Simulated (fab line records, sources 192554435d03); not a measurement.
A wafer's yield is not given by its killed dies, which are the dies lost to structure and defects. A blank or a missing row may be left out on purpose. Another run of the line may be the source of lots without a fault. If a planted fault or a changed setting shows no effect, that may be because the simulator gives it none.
Which tool did it? | flow n5Finfet | 10 lots (28 wafers sampled), 1 step of a 1938-step route

WHAT THE GAUGES SHOWED, per wafer
N5_BEOL_M4_RC_MEAS_101. Usual: DIBL_N 36.4 mV/V, standard deviation 1.7; DIBL_P 36.4 mV/V, standard deviation 2.1; IOFF_N 0.16 nA/um, standard deviation 0.035; IOFF_P 0.21 nA/um, standard deviation 0.035; ION_N 680 uA/um, standard deviation 11; ION_P 465 uA/um, standard deviation 6.8; SS_N 71.5 mV/dec, standard deviation 0.58; SS_P 73.2 mV/dec, standard deviation 0.72; VT_N 249 mV, standard deviation 3.6; VT_P -250 mV, standard deviation 3.1.
lot  | measured     | on        | DIBL_N (mV/V)  | DIBL_P (mV/V)  | IOFF_N (nA/um) | IOFF_P (nA/um) | ION_N (uA/um) | ION_P (uA/um) | SS_N (mV/dec)  | SS_P (mV/dec)  | VT_N (mV)   | VT_P (mV)      | flag
L224 | day 8 08:55  | prober-02 | 34.6 34.0 37.1 | 34.5 33.7 37.9 | 0.14 0.13 0.18 | 0.19 0.17 0.23 | 669 667 689   | 462 460 467   | 71.7 71.6 71.5 | 72.8 72.1 73.1 | 252 253 246 | -248 -253 -247 | 
L225 | day 8 13:37  | prober-01 | 36.0 35.2 37.9 | 37.7 36.5 39.5 | 0.17 0.16 0.22 | 0.24 0.22 0.28 | 685 686 693   | 469 471 476   | 71.2 71.3 72.1 | 73.6 73.5 74.4 | 248 249 247 | -250 -250 -246 | 
L231 | day 9 23:12  | prober-02 | 34.2 34.8 37.7 | 34.4 34.9 37.7 | 0.13 0.14 0.18 | 0.18 0.18 0.22 | 689 675 695   | 466 465 468   | 70.7 72.1 71.9 | 72.2 72.0 72.7 | 251 251 248 | -254 -253 -252 | 
L230 | day 10 00:14 | prober-02 | 36.7 32.4 36.7 | 38.2 33.1 37.7 | 0.19 0.12 0.19 | 0.24 0.16 0.23 | 682 671 682   | 472 461 465   | 72.0 71.7 71.5 | 74.0 72.1 73.9 | 244 254 246 | -249 -253 -250 | 
L233 | day 10 04:45 | prober-01 | 37.7 35.5 35.9 | 36.4 33.3 34.8 | 0.19 0.13 0.14 | 0.24 0.18 0.21 | 697 655 682   | 474 457 469   | 71.9 71.9 71.6 | 73.2 72.4 72.8 | 244 252 246 | -246 -252 -246 | 
L234 | day 10 17:04 | prober-02 | 37.5 37.0 38.2 | 39.5 37.7 39.3 | 0.18 0.16 0.19 | 0.23 0.20 0.22 | 680 662 677   | 463 456 458   | 71.6 71.4 71.7 | 74.5 73.6 74.7 | 249 250 247 | -249 -251 -249 | 
L235 | day 11 07:11 | prober-01 | 35.3 35.7 36.4 | 34.5 34.5 34.9 | 0.14 0.15 0.16 | 0.18 0.20 0.20 | 679 679 678   | 463 461 459   | 71.1 71.2 71.6 | 72.3 72.8 73.1 | 250 248 247 | -252 -249 -252 | 
L236 | day 11 12:10 | prober-02 | 38.0 34.5 38.1 | 36.6 33.9 37.7 | 0.19 0.13 0.20 | 0.25 0.21 0.28 | 695 676 695   | 473 473 474   | 72.4 70.4 72.4 | 73.9 72.5 74.1 | 243 250 244 | -244 -250 -244 | 
L244 | day 13 05:33 | prober-02 | 37.7 41.5      | 37.7 42.8      | 0.19 0.31      | 0.23 0.32      | 702 717       | 471 480       | 71.0 72.9      | 73.2 75.0      | 243 239     | -249 -245      | 
L242 | day 13 09:04 | prober-01 | 38.7 38.8      | 36.9 36.5      | 0.20 0.21      | 0.25 0.24      | 689 686       | 472 465       | 72.1 71.3      | 73.9 73.6      | 247 247     | -248 -248      | 

WHAT TOOL EACH LOT RAN ON (gives the tool, then ch and the chambers of the sampled wafers, and finally the start)
Record: no process step prior to these readings.

WHAT THE TOOLS THEMSELVES READ (means of the sampled wafers that have a number; where no wafer has one, the mark that the record gives instead)
The record holds no such reading with a usual standard deviation.

THE ANSWER, worked out from the rows above alone
Rule: a lot counts as off when the mean over its wafers that have a number is more than 3 standard deviations away from the usual mean. Also off: a lot with no number at a reading for which 4 or more lots have one. All remaining lots with rows at the step are treated as sound. First the gauges in route order, then the tools' own readings, where a lot's mean is used as printed above. At the first step where some lot is off, the reading lying furthest off is the one used; lots without a number count as furthest.
Across all readings shown, no lot is off: no conclusion can be drawn from this.

WHAT THE SIMULATOR HAD PUT IN
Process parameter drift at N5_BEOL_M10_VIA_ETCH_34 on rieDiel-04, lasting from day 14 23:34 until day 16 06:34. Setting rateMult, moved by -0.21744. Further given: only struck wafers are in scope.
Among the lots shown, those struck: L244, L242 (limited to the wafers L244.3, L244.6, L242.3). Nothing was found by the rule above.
